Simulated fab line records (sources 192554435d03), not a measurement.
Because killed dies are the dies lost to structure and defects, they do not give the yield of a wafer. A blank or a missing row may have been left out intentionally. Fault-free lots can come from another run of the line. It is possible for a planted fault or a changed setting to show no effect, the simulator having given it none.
What tool caused it? ; flow n5 finfet ; Sampling: 9 lots, 27 wafers, 5 of 1938 route steps

## WHAT THE GAUGES READ, wafer by wafer
N5_BEOL_M4_RC_MEAS_101.
lot;measured;on;DIBL_N (mV/V);DIBL_P (mV/V);IOFF_N (nA/um);IOFF_P (nA/um);ION_N (uA/um);ION_P (uA/um);SS_N (mV/dec);SS_P (mV/dec);VT_N (mV);VT_P (mV)
L316;day 8 08:05;prober-01;38.7 37.0 35.7;41.7 39.1 36.9;0.22 0.16 0.14;0.27 0.20 0.18;674 664 645;463 454 445;72.6 73.0 72.5;75.0 73.4 73.1;248 254 256;-248 -251 -253
L317;day 8 19:19;prober-02;37.0 37.2 36.3;36.5 36.3 36.4;0.17 0.19 0.18;0.25 0.25 0.25;665 675 685;462 467 473;71.7 72.0 71.3;73.2 73.1 73.8;249 245 244;-244 -246 -247
L318;day 9 00:58;prober-01;37.8 36.9 35.3;36.6 35.6 33.9;0.17 0.15 0.12;0.21 0.19 0.18;675 657 650;459 451 447;71.3 71.4 70.9;73.5 73.4 72.8;247 247 252;-249 -249 -250
L324;day 10 10:58;prober-02;34.3 36.5 35.7;35.1 36.9 35.4;0.13 0.17 0.15;0.18 0.20 0.18;666 675 666;454 460 454;70.0 71.4 71.4;72.4 74.1 73.5;252 249 253;-253 -253 -255
L326;day 10 23:34;prober-01;38.1 38.0 37.0;36.7 37.2 35.0;0.16 0.17 0.14;0.22 0.25 0.20;683 678 661;467 467 458;71.8 71.3 70.8;74.0 73.6 72.6;250 249 254;-252 -245 -253
L331;day 11 21:56;prober-02;40.4 37.3 37.1;40.5 37.0 36.6;0.25 0.17 0.18;0.31 0.24 0.23;683 676 690;471 465 467;73.2 71.6 71.2;74.2 73.6 73.9;244 245 246;-245 -248 -247
L332;day 13 09:46;prober-02;39.9 38.7 39.5;39.9 39.0 38.5;0.24 0.21 0.21;0.27 0.25 0.24;683 677 681;455 454 461;72.4 71.9 71.9;74.1 74.2 73.4;244 246 247;-247 -249 -253
L333;day 13 08:39;prober-01;39.6 37.1 37.6;42.4 39.0 39.3;0.21 0.16 0.15;0.29 0.22 0.22;678 670 666;466 467 452;72.8 71.3 72.0;73.9 73.5 73.6;247 250 251;-248 -248 -249
L334;day 13 12:13;prober-01;36.6 36.6 37.1;36.0 35.7 36.4;0.14 0.15 0.16;0.21 0.21 0.21;662 669 672;460 464 461;72.5 71.4 71.9;72.9 73.2 73.1;251 253 251;-250 -249 -250

## WHICH TOOL RAN EACH LOT (tool, then ch and the chambers of the sampled wafers, then the start)
lot;N5_HKMG_FIN_HK_ALD_01;N5_HKMG_FIN_HK_ANNEAL_02;N5_HKMG_FIN_DESCUM_53;N5_HKMG_FIN_ETCH_54
L316;ald hk-03 ch 1,3, day 4 13:35;rtp anneal-01 ch 0, day 4 13:50;rie diel-01 ch 0,3, day 4 14:50;rie diel-01 ch 0,3, day 4 14:52
L317;ald hk-01 ch 0,1,2, day 4 22:11;rtp anneal-02 ch 0, day 4 22:22;rie diel-03 ch 0,1, day 4 23:13;rie diel-03 ch 0,1, day 4 23:16
L318;ald hk-01 ch 0,2, day 5 01:13;rtp anneal-02 ch 0, day 5 01:27;rie diel-03 ch 0,1,2, day 5 02:14;rie diel-03 ch 0,1,2, day 5 02:16
L324;ald hk-03 ch 1,2,3, day 6 18:38;rtp anneal-02 ch 0, day 6 18:49;rie diel-03 ch 3, day 6 19:43;rie diel-03 ch 3, day 6 19:46
L326;ald hk-01 ch 1,2,3, day 7 07:10;rtp anneal-01 ch 0, day 7 07:25;rie diel-03 ch 1,3, day 7 08:22;rie diel-03 ch 1,3, day 7 08:25
L331;ald hk-01 ch 0,2, day 8 04:43;rtp anneal-02 ch 0, day 8 05:07;rie diel-01 ch 1,3, day 8 05:56;rie diel-01 ch 1,3, day 8 05:58
L332;ald hk-03 ch 0,1,2, day 8 19:08;rtp anneal-02 ch 0, day 8 19:25;rie diel-01 ch 0,2,3, day 8 20:11;rie diel-01 ch 0,2,3, day 8 20:13
L333;ald hk-01 ch 0,1,3, day 8 21:28;rtp anneal-01 ch 0, day 8 21:40;rie diel-01 ch 0,2,3, day 8 22:31;rie diel-01 ch 0,2,3, day 8 22:32
L334;ald hk-03 ch 1,2,3, day 9 03:59;rtp anneal-01 ch 0, day 9 04:10;rie diel-01 ch 0,1,2, day 9 05:01;rie diel-01 ch 0,1,2, day 9 05:03
- N5_HKMG_FIN_HK_ALD_01: deposits HfO2, target thk 1.6 nm, pulse time 3 s, purge time 3 s.
- N5_HKMG_FIN_HK_ANNEAL_02: time 30 s.
- N5_HKMG_FIN_DESCUM_53: chemistry O2, time 7.9 s.
- N5_HKMG_FIN_ETCH_54: etches SiARC in CF4, target depth 45.5 nm, time 75.8 s.

## WHAT THE TOOLS THEMSELVES READ (means of the sampled wafers that have a number; where no wafer has one, the mark that the record gives instead)
N5_HKMG_FIN_HK_ALD_01.
lot;tool;precursor pulse height rel
L316;ald hk-03;1.002
L317;ald hk-01;0.993
L318;ald hk-01;0.993
L324;ald hk-03;0.991
L326;ald hk-01;1.010
L331;ald hk-01;0.989
L332;ald hk-03;0.993
L333;ald hk-01;0.997
L334;ald hk-03;0.997

N5_HKMG_FIN_HK_ANNEAL_02.
lot;tool;lamp power pct (%);wafer_temp_C_max
L316;rtp anneal-01;8.80;702.4
L317;rtp anneal-02;8.78;703.4
L318;rtp anneal-02;8.79;702.4
L324;rtp anneal-02;8.83;703.0
L326;rtp anneal-01;8.81;702.8
L331;rtp anneal-02;8.79;703.0
L332;rtp anneal-02;8.76;702.7
L333;rtp anneal-01;8.80;702.8
L334;rtp anneal-01;8.80;702.5

N5_HKMG_FIN_DESCUM_53.
lot;tool;drypump motor current A (A);o2 flow sccm (sccm);oes product au (a.u.);rf fwd power W (W);rf vpp V (V);showerhead plenum p Torr (Torr);throttle valve pct (%)
L316;rie diel-01;6.3;225.0;0.76;49.48;243.2;2.16;20.24
L317;rie diel-03;5.7;225.0;0.96;49.19;245.3;2.21;20.29
L318;rie diel-03;5.5;225.0;0.87;49.35;244.0;2.19;20.29
L324;rie diel-03;5.3;224.6;0.72;49.49;244.4;2.17;20.41
L326;rie diel-03;5.3;224.8;0.78;49.52;243.6;2.16;20.43
L331;rie diel-01;6.1;225.2;0.74;49.72;243.7;2.16;20.29
L332;rie diel-01;6.0;224.5;0.81;49.34;244.0;2.15;20.40
L333;rie diel-01;6.0;224.2;0.80;49.45;244.8;2.15;20.41
L334;rie diel-01;5.8;225.3;0.82;49.52;244.9;2.17;20.44

N5_HKMG_FIN_ETCH_54.
lot;tool;drypump motor current A (A);etch rf on time s (s);oes product au (a.u.);rf fwd power W (W);rf vpp V (V);showerhead plenum p Torr (Torr);throttle valve pct (%)
L316;rie diel-01;6.3;74.7;0.65;540.8;185.4;2.231;15.61
L317;rie diel-03;5.7;76.0;0.81;538.7;185.0;2.252;15.44
L318;rie diel-03;5.5;76.7;0.73;537.5;185.5;2.232;15.43
L324;rie diel-03;5.2;50.9;0.78;866.2;157.5;2.206;15.57
L326;rie diel-03;5.2;51.2;0.83;864.7;157.7;2.199;15.56
L331;rie diel-01;6.1;75.5;0.64;540.8;185.5;2.221;15.65
L332;rie diel-01;5.9;75.1;0.68;539.5;185.3;2.207;15.62
L333;rie diel-01;6.0;75.5;0.69;539.7;184.5;2.206;15.64
L334;rie diel-01;5.8;74.7;0.70;539.9;184.8;2.210;15.54

## THE ANSWER, worked out from the rows above alone
Rule: the usual values come from the lots themselves. The widest of any qualifying gaps counts: lots, ordered by their means at a reading, are off when they make up no more than a third of the lots, leave a main group of 4 or more, and stand apart from it by 3 or more times the standard deviation of that group's means. Not used: any main group whose means are identical at the precision the tables above print for the reading. Also off: a lot with no number at a reading for which 4 or more lots have one. Where the step has rows for the other lots, those lots are counted as sound. Order of review: gauges by route order, followed by the tools' own readings, for which a lot's mean as printed above is used. At the first step where some lot is off, the reading lying furthest off is the one used; lots without a number count as furthest.
Off: L324, L326 (N5_HKMG_FIN_ETCH_54, rf fwd power W). The main group has a mean of 539.6 W with a standard deviation of 1.1.
If a tool, at that step or one of the process steps before it, ran each lot that is off and ran no sound lot following the first of them, it fits. One candidate fits, namely rie diel-03 at N5_HKMG_FIN_DESCUM_53 and N5_HKMG_FIN_ETCH_54. At N5_HKMG_FIN_DESCUM_53 its last sound lot is L318 (day 5 02:14), its first lot that is off L324 (day 6 19:43): a fault that began between those two fits.

## WHAT HAD BEEN PUT IN BY THE SIMULATOR
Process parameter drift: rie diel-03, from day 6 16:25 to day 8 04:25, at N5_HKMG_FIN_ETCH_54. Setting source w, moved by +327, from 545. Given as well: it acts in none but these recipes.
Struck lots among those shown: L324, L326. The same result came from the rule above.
